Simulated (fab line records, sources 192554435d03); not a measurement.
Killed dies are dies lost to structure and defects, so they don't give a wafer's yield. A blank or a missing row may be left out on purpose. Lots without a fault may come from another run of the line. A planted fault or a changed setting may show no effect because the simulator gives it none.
Split-lot experiment | flow n5_finfet | 7 lots, 21 wafers read, on a route of 1938 steps

THE SPLIT
At N5_PASSIVATION_PASS_ETCH_47 (etches SiNx in CF4/O2, target depth 770 nm, time 385 s), the setting time_s was moved away from the recipe's 385 s on 7 of the 21 wafers read, by -13.6% to +19.4%. The other wafers ran this setting at the recipe's value.

The reading is taken at the split's own step.

THE READING
etch.depth_nm (the simulator's own value, which no gauge read), in nm, at N5_PASSIVATION_PASS_ETCH_47 (etches SiNx in CF4/O2, target depth 770 nm, time 385 s). The file gives no usual value for it. The 14 wafers here that ran the recipe average 745.8 nm, standard deviation 11 nm.

wafer  | tool, chamber at the split | time_s as run, s | against the recipe | etch.depth_nm, nm | against lot-mates on the recipe
L075.2 | rie_diel-02, 3             | 385              | recipe             | 748.2             | -
L075.4 | rie_diel-02, 1             | 385              | recipe             | 747.8             | -
L075.5 | rie_diel-02, 2             | 356.4            | -7.4%              | 713               | -35.0
L078.1 | rie_diel-02, 0             | 385              | recipe             | 736.3             | -
L078.3 | rie_diel-02, 3             | 385              | recipe             | 744.6             | -
L078.5 | rie_diel-02, 2             | 385              | recipe             | 770.3             | -
L081.2 | rie_diel-02, 0             | 332.7            | -13.6%             | 634.3             | -103.5
L081.5 | rie_diel-02, 1             | 332.7            | -13.6%             | 639.1             | -98.7
L081.6 | rie_diel-02, 0             | 385              | recipe             | 737.8             | -
L077.4 | rie_diel-02, 3             | 385              | recipe             | 747               | -
L077.5 | rie_diel-02, 2             | 359.1            | -6.7%              | 712.9             | -34.9
L077.6 | rie_diel-02, 3             | 385              | recipe             | 748.5             | -
L082.1 | rie_diel-06, 3             | 409              | +6.2%              | 803.1             | +44.8
L082.4 | rie_diel-06, 1             | 409              | +6.2%              | 778.4             | +20.1
L082.5 | rie_diel-06, 0             | 385              | recipe             | 758.3             | -
L084.2 | rie_diel-02, 2             | 385              | recipe             | 756.1             | -
L084.3 | rie_diel-02, 1             | 385              | recipe             | 734.3             | -
L084.6 | rie_diel-02, 1             | 385              | recipe             | 734.2             | -
L086.1 | rie_diel-02, 3             | 385              | recipe             | 730.4             | -
L086.2 | rie_diel-02, 2             | 385              | recipe             | 747.9             | -
L086.3 | rie_diel-02, 1             | 459.8            | +19.4%             | 886.8             | +147.6

THE FIT
A straight line over all 21 wafers: etch.depth_nm changes by +7.28 nm for each +1% of time_s; r = +0.97; the points scatter about the line by 12 nm.
The same after taking each lot's own level away (the mean of its wafers on the recipe; 21 wafers): +7.05 nm for each +1%; r = +0.98; scatter 11 nm.
On that fit, the largest move of time_s shifts the reading by 1.4e+02 nm.
The lots' own levels span 737.80 to 758.30 nm, that is 2.0 times the standard deviation above.
So the lot-to-lot level changes the slope little: the two slopes agree.
Check: with one of the wafers moved furthest among these (+19.4%) left out of the fit, the line predicts +128 nm for it against its lot-mates. It came out at +148 nm against them.

OTHER SPLITS ON THESE WAFERS
These wafers also went through other splits before the reading. Each is held against what the fit with the lots' levels taken away leaves over:
other split on the same wafers    | wafers away from the commonest value | r with etch.depth_nm (lot level and that fit taken away)
N5_BEOL_M13_COAT_04 spin_rpm      | 7                                    | -0.27
N5_BEOL_M13_COAT_22 spin_rpm      | 4                                    | +0.07
N5_BEOL_M13_ETCH_68 time_s        | 9                                    | +0.47
N5_BEOL_M14_PEB_26 peb_temp_c     | 8                                    | -0.22
N5_BEOL_M14_TRENCH_ETCH_34 bias_w | 7                                    | +0.08
N5_MIM_BOT_SPUTTER_00 time_s      | 7                                    | -0.36

THE FILE'S OWN FIT
etch.depth_nm changes by +7.04 nm for each +1% of time_s, r = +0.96.
